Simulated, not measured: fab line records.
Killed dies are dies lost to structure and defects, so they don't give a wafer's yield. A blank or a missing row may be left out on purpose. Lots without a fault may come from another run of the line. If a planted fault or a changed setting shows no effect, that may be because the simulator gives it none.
Matching of chambers || flow n5-finfet || N5_GATE_CUT_CMP_23 on cmp-03 has 4 sister chambers
The step polishes, stops on SiO2, t overpolish 23.4 s, target thk 16 nm. 8 wafers are shown with their chamber, then 9 later ones without.

WAFERS, EACH WITH ITS CHAMBER
{"wafer": "L074.6", "chamber": 1, "motor-current-A (A)": 7.8, "time-to-endpoint-s (s)": 20.7}
{"wafer": "L083.4", "chamber": 2, "motor-current-A (A)": 8.3, "time-to-endpoint-s (s)": 23.3}
{"wafer": "L083.5", "chamber": 3, "motor-current-A (A)": 8.4, "time-to-endpoint-s (s)": 18.9}
{"wafer": "L085.2", "chamber": 2, "motor-current-A (A)": 8.4, "time-to-endpoint-s (s)": 17.8}
{"wafer": "L085.5", "chamber": 0, "motor-current-A (A)": 10.2, "time-to-endpoint-s (s)": 20.4}
{"wafer": "L088.2", "chamber": 1, "motor-current-A (A)": 8.1, "time-to-endpoint-s (s)": 20.5}
{"wafer": "L088.4", "chamber": 3, "motor-current-A (A)": 8.2, "time-to-endpoint-s (s)": 19.3}
{"wafer": "L088.5", "chamber": 0, "motor-current-A (A)": 9.9, "time-to-endpoint-s (s)": 24.0}

WAFERS WITH NO CHAMBER GIVEN
{"wafer": "L091.3", "motor-current-A (A)": 10.2, "time-to-endpoint-s (s)": 20.5}
{"wafer": "L091.5", "motor-current-A (A)": 8.2, "time-to-endpoint-s (s)": 15.9}
{"wafer": "L091.6", "motor-current-A (A)": 10.2, "time-to-endpoint-s (s)": 18.9}
{"wafer": "L094.1", "motor-current-A (A)": 8.1, "time-to-endpoint-s (s)": 18.4}
{"wafer": "L094.5", "motor-current-A (A)": 8.1, "time-to-endpoint-s (s)": 17.9}
{"wafer": "L094.6", "motor-current-A (A)": 10.6, "time-to-endpoint-s (s)": 22.9}
{"wafer": "L095.1", "motor-current-A (A)": 9.9, "time-to-endpoint-s (s)": 19.7}
{"wafer": "L095.4", "motor-current-A (A)": 7.7, "time-to-endpoint-s (s)": 17.5}
{"wafer": "L095.5", "motor-current-A (A)": 8.4, "time-to-endpoint-s (s)": 19.0}

THE CHAMBER EACH PASSED THROUGH
{"wafer": "L091.3", "from the rows above": 0, "in truth": 0}
{"wafer": "L091.5", "from the rows above": "can't be placed: 3 or 2 or 1", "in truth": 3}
{"wafer": "L091.6", "from the rows above": 0, "in truth": 0}
{"wafer": "L094.1", "from the rows above": "can't be placed: 3 or 1 or 2", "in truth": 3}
{"wafer": "L094.5", "from the rows above": "can't be placed: 3 or 1 or 2", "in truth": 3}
{"wafer": "L094.6", "from the rows above": 0, "in truth": 0}
{"wafer": "L095.1", "from the rows above": 0, "in truth": 0}
{"wafer": "L095.4", "from the rows above": "can't be placed: 1 or 3", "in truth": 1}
{"wafer": "L095.5", "from the rows above": "can't be placed: 3 or 2", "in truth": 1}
Placed correctly: 4 of 9. Not placeable from these rows: 5 (in 4, the candidates include the true chamber). 0 placed wrongly.
How it was worked out, from the rows above alone: a wafer's distance from a chamber is the root of the sum, over the readings, of the square of ((its reading less the chamber's mean) divided by the reading's scatter). If the next closest chamber is less than 2 further off than the closest, the wafer can't be placed; otherwise it belongs to the closest. The mean given for a chamber averages the wafers shown for that chamber. The scatter is the square root of a quotient: the sum, over the shown wafers, of each reading's squared deviation from its chamber's mean, divided by wafers minus chambers.
